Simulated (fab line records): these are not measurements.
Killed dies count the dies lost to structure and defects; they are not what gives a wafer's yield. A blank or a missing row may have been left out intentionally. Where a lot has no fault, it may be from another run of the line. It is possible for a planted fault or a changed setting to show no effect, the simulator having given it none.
fab line records | flow n5Finfet
record lots=5 | wafers=15 | lastDay=18
route steps=1938 shown BEOL_M11@1541
lots with no fault: from the same line, run without faults
startH: start of the lot's first displayed wafer, in hours after the record's first day | waitH: hours since the lot's step before | " unchanged from the row above | L1.1+2: one row covering several wafers at once | - value missing, or start not given | * or withheld: withheld | < > ~ a bound
route shown NAME@n: names a module that has steps shown in the file, with the first one's number in the route | usual: average and standard deviation across the fault-free wafers | same: alike in all rows | chamber/n: place in a boat | sites: readings site by site | _std_site: standard deviation across them | _edge_site: outer sites' mean less inner sites' | radiusMm: how far each site lies from the wafer's centre | mask NAME#n: copy n | behind: tool/chamber where the wafer was last shaped | hold: what put the lot on hold/how long, in hours/how the hold closed | device: names the non-switching transistor (n, p or np) | end of line: tests of these same wafers at the route's end | a step given without rows: its recipe and nothing more | killed: dies that structure and defects cost at the first sort, which is not the same as the wafer's yield | map: per-die view of a wafer (x killed, . not killed, _ where there is no die)
set.NAME: the setting as run; set.NAME@STEP: as run at that earlier step | model.NAME: the simulator's own value behind a step, which no gauge read
lots at some steps of the route; a table a step, a row a wafer
services: from which hour (startH, from the record's first day; less than 0 if before it) a tool's chamber was out of use, for how many hours, and why
## steps
# step N5_BEOL_M11_COAT_59
# recipe resist=SOC | tempC=250 | timeS=60 | spinRpm=1500 | resistThkNm=100
# step N5_BEOL_M11_COAT_60
# recipe resist=SiARC | tempC=220 | timeS=60 | spinRpm=1500 | resistThkNm=30
# step N5_BEOL_M11_COAT_05
# recipe resist=CAR-ArF | spinRpm=1500 | resistThkNm=90
# step N5_BEOL_M11_EBR_07
# recipe solvent=PGMEA | ebrWidthMm=1.5
# step N5_BEOL_M11_SOFTBAKE_06
# recipe tempC=110 | timeS=60 | resist=CAR-ArF
# step N5_BEOL_M11_EXPOSE_08
# recipe maskId=M11 | na=1.35 | sourceShape=dipole | sigmaInner=0.411 | sigmaOuter=0.611 | polarization=te | doseMj=53.75
# step N5_BEOL_M11_PEB_09
# recipe pebTempC=withheld | pebTimeS=60 | resist=CAR-ArF
# step N5_BEOL_M11_DEVELOP_10
# recipe developTimeS=30 | developer=TMAH | resist=CAR-ArF | rinseLiquid=diw | dry=airSpin | devTempC=23
# step N5_BEOL_M11_CD_MEAS_11
# recipe targetCdNm=64.1 | landingEnergyEv=500 | detector=seInlens | polarity=opening
# usual cdNm=64.1/0.43
lot.wafer | tool     | chamber | startH | waitH | cdNm
L263.3    | cdSem-02 | 0       | 259.64 | -     | 63.7
L263.5    | "        | 0       | "      | "     | 63.5
L263.6    | "        | 0       | "      | "     | 63.5
L265.2    | cdSem-02 | 0       | 273.85 | -     | 64.1
L265.3    | "        | 0       | "      | "     | 64.3
L265.5    | "        | 0       | "      | "     | 64.7
L268.1    | cdSem-02 | 0       | 286.75 | -     | 64.1
L268.3    | "        | 0       | "      | "     | 63.8
L268.4    | "        | 0       | "      | "     | 63.9
L280.1    | cdSem-02 | 0       | 390.49 | -     | 64.4
L280.2    | "        | 0       | "      | "     | 64.6
L280.6    | "        | 0       | "      | "     | 63.9
L279.3    | cdSem-01 | 0       | 392.09 | -     | 64.1
L279.4    | "        | 0       | "      | "     | 64.0
L279.5    | "        | 0       | "      | "     | 63.8
# step N5_BEOL_M11_OVL_MEAS_12
# recipe pointsPerWafer=44
# usual M11_OVL=0.0/0.71
lot.wafer | tool       | chamber | startH | waitH | M11_OVL[nm]
L263.3    | overlay-01 | 0       | 259.67 | 0.0   | 1.1
L263.5    | "          | 0       | "      | "     | 0.0
L263.6    | "          | 0       | "      | "     | 0.4
L265.2    | overlay-01 | 0       | 273.88 | 0.0   | -0.7
L265.3    | "          | 0       | "      | "     | -1.1
L265.5    | "          | 0       | "      | "     | 0.0
L268.1    | overlay-02 | 0       | 286.78 | 0.0   | -2.6
L268.3    | "          | 0       | "      | "     | -1.7
L268.4    | "          | 0       | "      | "     | -1.0
L280.1    | overlay-01 | 0       | 390.52 | 0.0   | -1.1
L280.2    | "          | 0       | "      | "     | 0.0
L280.6    | "          | 0       | "      | "     | -0.5
L279.3    | overlay-01 | 0       | 392.11 | 0.0   | 0.7
L279.4    | "          | 0       | "      | "     | 0.3
L279.5    | "          | 0       | "      | "     | -0.3
# step N5_BEOL_M11_INSPECT_13
# recipe mode=adi | inspectInstrument=brightfield
# usual rawDefectCount=415/90
lot.wafer | tool             | chamber | startH | waitH | rawDefectCount
L263.3    | defectInspect-02 | -       | 259.70 | 0.0   | 490
L263.5    | "                | -       | "      | "     | 514
L263.6    | "                | -       | "      | "     | 505
L265.2    | defectInspect-01 | -       | 273.90 | 0.0   | 377
L265.3    | "                | -       | "      | "     | 507
L265.5    | "                | -       | "      | "     | 463
L268.1    | defectInspect-01 | -       | 286.80 | 0.0   | 426
L268.3    | "                | -       | "      | "     | 400
L268.4    | "                | -       | "      | "     | 352
L280.1    | defectInspect-01 | -       | 390.54 | 0.0   | 333
L280.2    | "                | -       | "      | "     | 452
L280.6    | "                | -       | "      | "     | 339
L279.3    | defectInspect-01 | -       | 392.14 | 0.0   | 380
L279.4    | "                | -       | "      | "     | 391
L279.5    | "                | -       | "      | "     | 441
# step N5_BEOL_M11_DESCUM_16
# recipe chemistry=O2 | timeS=7.9 | sourcePowerW=50 | biasPowerW=20 | pressureMtorr=20 | rfFrequencyHz=2.712e+07 | tempC=40 | resist=CAR-ArF | o2FlowSccm=225
# usual drypumpMotorCurrentA=5.8/0.42 | oesProductAu=0.79/0.083 | rfVppV=243.3/1.4 | showerheadPlenumPTorr=2.10/0.075 | throttleValvePct=20.47/0.21
# same timeS=7.9
lot.wafer | tool       | chamber | startH | waitH | drypumpMotorCurrentA | oesProductAu | rfHoursCounterH | rfVppV | showerheadPlenumPTorr | throttleValvePct
L263.3    | rieDiel-03 | 2       | 260.15 | 0.5   | 5.3                  | 0.96         | 8               | 245.8  | 2.23                  | 20.36
L263.5    | "          | 3       | "      | "     | 5.5                  | 0.88         | -               | 246.0  | 2.22                  | 20.30
L263.6    | "          | 2       | "      | "     | 5.3                  | 0.96         | -               | 244.2  | 2.23                  | 20.37
L265.2    | rieDiel-02 | 3       | 273.98 | 0.1   | 5.8                  | 0.76         | 121             | 242.4  | 2.01                  | 20.78
L265.3    | "          | 2       | "      | "     | 6.1                  | 0.71         | 194             | 242.5  | 2.18                  | 20.60
L265.5    | "          | 1       | "      | "     | 6.3                  | 0.87         | -               | 243.4  | 2.13                  | 20.19
L268.1    | rieDiel-02 | 0       | 286.85 | 0.0   | 5.6                  | 0.85         | 55              | 243.6  | 2.05                  | 20.41
L268.3    | "          | 3       | "      | "     | 5.8                  | 0.75         | 125             | 241.8  | 2.01                  | 20.79
L268.4    | "          | 1       | "      | "     | 6.4                  | 0.87         | 43              | 243.4  | 2.13                  | 20.21
L280.1    | rieDiel-02 | 2       | 390.59 | 0.0   | 6.0                  | 0.70         | 227             | 242.9  | 2.17                  | 20.65
L280.2    | "          | 3       | "      | "     | 5.8                  | 0.73         | 154             | 241.6  | 2.00                  | 20.83
L280.6    | "          | 0       | "      | "     | 5.7                  | 0.83         | -               | 241.9  | 2.04                  | 20.47
L279.3    | rieDiel-02 | 2       | 392.84 | 0.7   | 6.0                  | 0.69         | 228             | 244.1  | 2.17                  | 20.64
L279.4    | "          | 3       | "      | "     | 5.8                  | 0.73         | 155             | 240.0  | 2.00                  | 20.84
L279.5    | "          | 0       | "      | "     | 5.6                  | 0.82         | -               | 240.9  | 2.04                  | 20.47
# step N5_BEOL_M11_ETCH_61
# recipe chemistry=CF4 | target=SiARC | targetDepthA=390 | maskMaterial=CAR-ArF | timeS=65 | ionEnergyEv=80 | pressureMtorr=40 | sourceW=545 | biasW=36 | Ar_flow_sccm=100 | cf4FlowSccm=100 | ends=cleared
# usual drypumpMotorCurrentA=5.8/0.42 | etchRfOnTimeS=64.9/0.85 | oesProductAu=0.68/0.068 | rfFwdPowerW=538.3/2.2 | rfVppV=184.2/1.1 | showerheadPlenumPTorr=2.15/0.07 | throttleValvePct=15.63/0.25
lot.wafer | tool       | chamber | startH | waitH | drypumpMotorCurrentA | etchRfOnTimeS | oesProductAu | rfFwdPowerW | rfHoursCounterH | rfVppV | showerheadPlenumPTorr | throttleValvePct
L263.3    | rieDiel-03 | 2       | 260.19 | 0.0   | 5.3                  | 64.5          | 0.82         | 541.1       | 8               | 184.6  | 2.27                  | 15.41
L263.5    | "          | 3       | "      | "     | 5.5                  | 65.5          | 0.75         | 533.8       | -               | 184.7  | 2.26                  | 15.40
L263.6    | "          | 2       | "      | "     | 5.3                  | 65.0          | 0.82         | 542.7       | -               | 187.4  | 2.27                  | 15.41
L265.2    | rieDiel-02 | 3       | 274.01 | 0.0   | 5.8                  | 64.4          | 0.66         | 536.3       | 121             | 182.0  | 2.07                  | 16.00
L265.3    | "          | 2       | "      | "     | 6.0                  | 65.0          | 0.61         | 541.4       | 194             | 183.6  | 2.22                  | 15.79
L265.5    | "          | 1       | "      | "     | 6.3                  | 66.0          | 0.75         | 542.2       | -               | 184.3  | 2.18                  | 15.34
L268.1    | rieDiel-02 | 0       | 286.88 | 0.0   | 5.7                  | 65.5          | 0.73         | 536.1       | 55              | 182.7  | 2.09                  | 15.47
L268.3    | "          | 3       | "      | "     | 5.8                  | 41.4          | 0.85         | 530.5       | 125             | 183.6  | 2.07                  | 16.01
L268.4    | "          | 1       | "      | "     | 6.3                  | 65.8          | 0.73         | 537.9       | 43              | 184.7  | 2.18                  | 15.35
L280.1    | rieDiel-02 | 2       | 390.63 | 0.0   | 6.0                  | 64.0          | 0.60         | 539.6       | 227             | 185.3  | 2.21                  | 15.85
L280.2    | "          | 3       | "      | "     | 5.8                  | 64.0          | 0.64         | 536.2       | 154             | 182.7  | 2.06                  | 16.05
L280.6    | "          | 0       | "      | "     | 5.6                  | 64.4          | 0.72         | 541.2       | -               | 183.2  | 2.08                  | 15.51
L279.3    | rieDiel-02 | 2       | 392.87 | 0.0   | 6.0                  | 64.4          | 0.59         | 538.8       | 228             | 184.9  | 2.21                  | 15.85
L279.4    | "          | 3       | "      | "     | 5.8                  | 63.9          | 0.63         | 535.0       | 155             | 184.8  | 2.06                  | 16.06
L279.5    | "          | 0       | "      | "     | 5.6                  | 64.3          | 0.71         | 538.8       | -               | 183.7  | 2.08                  | 15.54
# step N5_BEOL_M11_ETCH_62
# recipe chemistry=N2/H2 | target=SOC | targetDepthA=1100 | overetchA=220 | maskMaterial=SiARC | tempC=40 | timeS=165 | ionEnergyEv=200 | pressureMtorr=30 | sourceW=840 | biasW=150 | n2FlowSccm=200 | h2FlowSccm=200
# usual drypumpMotorCurrentA=5.8/0.42 | h2FlowSccm=200.0/0.58 | n2FlowSccm=199.9/0.57 | oesProductAu=0.67/0.067 | rfFwdPowerW=837.2/2.5 | rfVppV=524.0/2.7 | showerheadPlenumPTorr=2.55/0.088 | throttleValvePct=17.83/0.22
# same timeS=165
lot.wafer | tool       | chamber | startH | waitH | drypumpMotorCurrentA | h2FlowSccm | n2FlowSccm | oesProductAu | rfFwdPowerW | rfHoursCounterH | rfVppV | showerheadPlenumPTorr | throttleValvePct
L263.3    | rieDiel-03 | 2       | 260.24 | 0.0   | 5.3                  | 199.5      | 200.7      | 0.81         | 835.4       | 8               | 528.3  | 2.71                  | 17.67
L263.5    | "          | 3       | "      | "     | 5.5                  | 199.2      | 199.6      | 0.74         | 834.0       | -               | 528.1  | 2.70                  | 17.64
L263.6    | "          | 2       | "      | "     | 5.3                  | 198.9      | 198.9      | 0.81         | 834.2       | -               | 528.9  | 2.71                  | 17.68
L265.2    | rieDiel-02 | 3       | 274.06 | 0.0   | 5.8                  | 198.5      | 200.7      | 0.65         | 838.4       | 121             | 521.1  | 2.46                  | 18.17
L265.3    | "          | 2       | "      | "     | 6.0                  | 198.6      | 199.4      | 0.61         | 838.9       | 194             | 526.5  | 2.62                  | 17.86
L265.5    | "          | 1       | "      | "     | 6.3                  | 200.2      | 200.1      | 0.74         | 835.0       | -               | 525.4  | 2.58                  | 17.65
L268.1    | rieDiel-02 | 0       | 286.93 | 0.0   | 5.6                  | 200.1      | 200.7      | 0.72         | 839.3       | 55              | 523.2  | 2.47                  | 17.66
L268.3    | "          | 3       | "      | "     | 5.8                  | 199.8      | 199.5      | 0.64         | 836.2       | 125             | 520.7  | 2.46                  | 18.19
L268.4    | "          | 1       | "      | "     | 6.3                  | 200.7      | 199.7      | 0.74         | 833.3       | 43              | 526.6  | 2.58                  | 17.65
L280.1    | rieDiel-02 | 2       | 390.68 | 0.0   | 6.0                  | 199.9      | 200.3      | 0.59         | 838.4       | 227             | 526.4  | 2.61                  | 17.92
L280.2    | "          | 3       | "      | "     | 5.8                  | 200.5      | 199.9      | 0.63         | 835.0       | 154             | 520.5  | 2.44                  | 18.23
L280.6    | "          | 0       | "      | "     | 5.7                  | 199.4      | 199.9      | 0.71         | 837.6       | -               | 522.7  | 2.46                  | 17.71
L279.3    | rieDiel-02 | 2       | 392.92 | 0.0   | 6.0                  | 200.2      | 199.9      | 0.59         | 838.2       | 228             | 525.6  | 2.61                  | 17.92
L279.4    | "          | 3       | "      | "     | 5.8                  | 200.8      | 201.2      | 0.62         | 835.7       | 155             | 519.8  | 2.44                  | 18.24
L279.5    | "          | 0       | "      | "     | 5.6                  | 200.6      | 200.4      | 0.71         | 835.7       | -               | 522.7  | 2.46                  | 17.72
## services
tool       | chamber | startH | hours | kind
rieDiel-03 | 1       | 260.48 | 6.6   | repair
rieDiel-03 | 1       | 280.85 | -     | clean
rieDiel-03 | 1       | 280.85 | -     | consumableReplace:focusRing
rieDiel-03 | 1       | 280.85 | 20.3  | scheduledDown
rieDiel-03 | 1       | 280.85 | 20.3  | ventCycle
rieDiel-03 | 3       | 318.68 | 3.2   | repair
rieDiel-03 | 2       | 381.01 | 1.2   | repair
rieDiel-02 | -       | 383.04 | 0.7   | repair
rieDiel-03 | 1       | 388.62 | 8.8   | repair
## key
firstSign step=N5_BEOL_M11_ETCH_61 | reading=etchRfOnTimeS | direction=down | sigmas=28 | usual=* | struck=*
effect step=N5_BEOL_M11_ETCH_61 | reading=rfFwdPowerW | direction=down | sigmas=3.5 | usual=* | struck=*
metAt N5_BEOL_M11_ETCH_61
struckWafers L268.3
onsetBetween 274.01 286.88
fault kind=processParameterDrift | tool=rieDiel-02 | chamber=- | onsetH=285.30 | steps=N5_BEOL_M11_ETCH_61 | channel=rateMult | offset=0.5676 | shape=step | endH=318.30 | scope=struckWafersOnly
